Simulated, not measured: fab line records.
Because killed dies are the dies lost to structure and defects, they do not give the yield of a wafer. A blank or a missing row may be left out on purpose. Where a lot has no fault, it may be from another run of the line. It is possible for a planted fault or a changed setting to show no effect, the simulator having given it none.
Chamber matching ; flow nand harc ; 4 sister chambers for NHARC_A_CHANNEL_FILL_D1_ETCHBACK_19 on rie si-04
The step etches the open film in HBr/Cl2, target depth 5 nm, time 1.7 s. 14 wafers are shown with their chamber, then 7 later ones without.

WAFERS, EACH WITH ITS CHAMBER
wafer;chamber;drypump motor current A (A);oes product au (a.u.);chamber pressure mTorr (mTorr)
L628.2;3;5.6;0.984;15.012
L628.5;1;6.2;0.991;15.002
L628.6;2;5.5;1.007;15.000
L629.1;0;5.9;1.003;14.998
L629.2;2;5.5;1.006;14.995
L629.5;0;5.9;0.998;14.997
L632.2;3;5.6;0.991;14.984
L632.4;1;6.2;0.985;15.014
L632.5;0;5.8;1.001;15.003
L633.4;2;5.5;1.006;15.006
L633.5;2;5.5;1.005;15.010
L633.6;3;5.6;0.983;14.977
L637.2;2;5.5;1.014;15.027
L637.3;1;6.2;0.998;15.016

SIGNATURES, as means of the wafers listed above
reading;chamber 0;chamber 1;chamber 2;chamber 3;scatter within a chamber
drypump motor current A;5.867;6.200;5.500;5.600;0.0258
oes product au;1.00067;0.99133;1.00760;0.98600;0.00434
chamber pressure mTorr;14.99933;15.01067;15.00760;14.99100;0.0119
Rule: for a wafer and a chamber, the distance is found by dividing, reading by reading, the gap between the wafer's reading and the chamber's mean by the reading's scatter, squaring, summing and taking the root. If the next closest chamber is less than 2 further off than the closest, the wafer can't be placed; otherwise it belongs to the closest. How the scatter is found: for the shown wafers, subtract from each reading the mean of its chamber, square and add these, divide the total by (wafers less chambers), then take the root.

WAFERS MISSING THEIR CHAMBER
wafer;drypump motor current A (A);oes product au (a.u.);chamber pressure mTorr (mTorr)
L637.6;5.5;1.009;14.998
L638.1;5.8;1.005;14.988
L638.3;6.2;0.992;15.008
L638.4;5.5;1.002;15.003
L641.1;6.3;0.979;14.983
L641.5;5.8;1.006;15.023
L641.6;5.6;0.982;15.002

EACH ONE'S CHAMBER
wafer;from the rows above;in truth
L637.6;2;2
L638.1;0;0
L638.3;1;1
L638.4;2;2
L641.1;1;1
L641.5;0;0
L641.6;3;3
7 of 7 placed correctly. Left unplaced by these rows: 0. Number placed wrongly: 0.
